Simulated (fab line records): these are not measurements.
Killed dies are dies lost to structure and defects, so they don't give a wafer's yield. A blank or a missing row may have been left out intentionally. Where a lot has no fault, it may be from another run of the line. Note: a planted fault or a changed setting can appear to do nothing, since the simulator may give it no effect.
2 desks looking at one fault :: flow nand_harc :: numbers are kept per desk, each desk with only its own; the story behind them comes last

THE DEFECT DESK
Lot by lot, what the route's inspections counted, given as the mean of those sampled wafers with a number. If a lot's mean is further than 4 standard deviations from the usual mean, the lot is out of limits and carries the mark OUT (the distance appears in the brackets).
Columns: A = raw_defect_count at NHARC_A_ONON_D1_INSPECT_32, usual 76
lot: L891
first seen here: day 7 12:37
A: 60

lot: L892
first seen here: day 8 12:26
A: 78

lot: L894
first seen here: day 8 12:27
A: 45

lot: L893
first seen here: day 8 12:31
A: 79

lot: L895
first seen here: day 9 06:16
A: 105

lot: L897
first seen here: day 9 14:50
A: 72

lot: L898
first seen here: day 9 15:04
A: 100

lot: L900
first seen here: day 10 18:53
A: 80

lot: L901
first seen here: day 10 18:58
A: 66

lot: L902
first seen here: day 11 10:37
A: 94

lot: L904
first seen here: day 11 17:14
A: 80

lot: L909
first seen here: day 12 07:10
A: 83

lot: L907
first seen here: day 12 07:31
A: 78

lot: L911
first seen here: day 13 00:12
A: 57

lot: L913
first seen here: day 13 10:23
A: 92
This desk found nothing out of limits on any of the 15 lots.

METROLOGY DESK
Lot by lot, what the gauges showed, no matter which tool ran the lot: averages of those sampled wafers that carry a number. If a lot's mean is further than 4 standard deviations from the usual mean, the lot is out of limits and carries the mark OUT (the distance appears in the brackets).
Columns: A = thk_nm at NHARC_A_ONON_D1_THK_MEAS_21, usual 998 nm; B = thk_nm at NHARC_A_ONON_D1_THK_MEAS_27, usual 999 nm; C = cd_nm at NHARC_A_CHANNEL_HOLE_D1_CD_MEAS_10, usual 100.4 nm
lot: L891
first seen here: day 7 10:21
A: 997
B: 1012
C: 100.6

lot: L892
first seen here: day 8 10:10
A: 989
B: 1000
C: 100.6

lot: L893
first seen here: day 8 10:11
A: 1001
B: 997
C: 99.8

lot: L894
first seen here: day 8 10:11
A: 1005
B: 1006
C: 100.5

lot: L895
first seen here: day 9 04:02
A: 992
B: 995
C: 100.3

lot: L897
first seen here: day 9 12:35
A: 1003
B: 989
C: 100.6

lot: L898
first seen here: day 9 12:35
A: 989
B: 1006
C: 100.1

lot: L900
first seen here: day 10 16:35
A: 1016
B: 1007
C: 100.2

lot: L901
first seen here: day 10 16:35
A: 998
B: 1004
C: 100.5

lot: L902
first seen here: day 11 08:14
A: 1019
B: 999
C: 100.9

lot: L904
first seen here: day 11 14:59
A: 1002
B: 991
C: 100.4

lot: L909
first seen here: day 12 04:55
A: 990
B: 1187 (+26) OUT
C: 100.3

lot: L907
first seen here: day 12 05:16
A: 996
B: 1207 (+29) OUT
C: 100.5

lot: L911
first seen here: day 12 21:49
A: 1006
B: 1398 (+55) OUT
C: -

lot: L913
first seen here: day 13 08:09
A: 1015
B: 997
C: 99.6
Finding of this desk: L907, L909, L911 out of limits; the first was L909 at day 12 06:04, on thk_nm at NHARC_A_ONON_D1_THK_MEAS_27. L891, L892, L893, L894, L895, L897, L898, L900, L901, L902, L904, L913: within limits.

BROUGHT TOGETHER
An alarm was possible from the metrology desk at day 12 06:04, on L907, L909, L911.
Nothing out of limits was seen by the defect desk.
The defect desk has L907, L909, L911 on record, within its limits.
Every lot named ran NHARC_A_ONON_D1_DEP_25 on pecvd_onon-01.

WHAT THE SIMULATOR HAD INSERTED
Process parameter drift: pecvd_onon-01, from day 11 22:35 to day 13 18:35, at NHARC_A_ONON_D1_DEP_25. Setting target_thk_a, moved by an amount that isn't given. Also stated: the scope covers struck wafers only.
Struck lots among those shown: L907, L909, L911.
Hours from the fault's start to each desk's first reading out of limits: the metrology desk, 7.
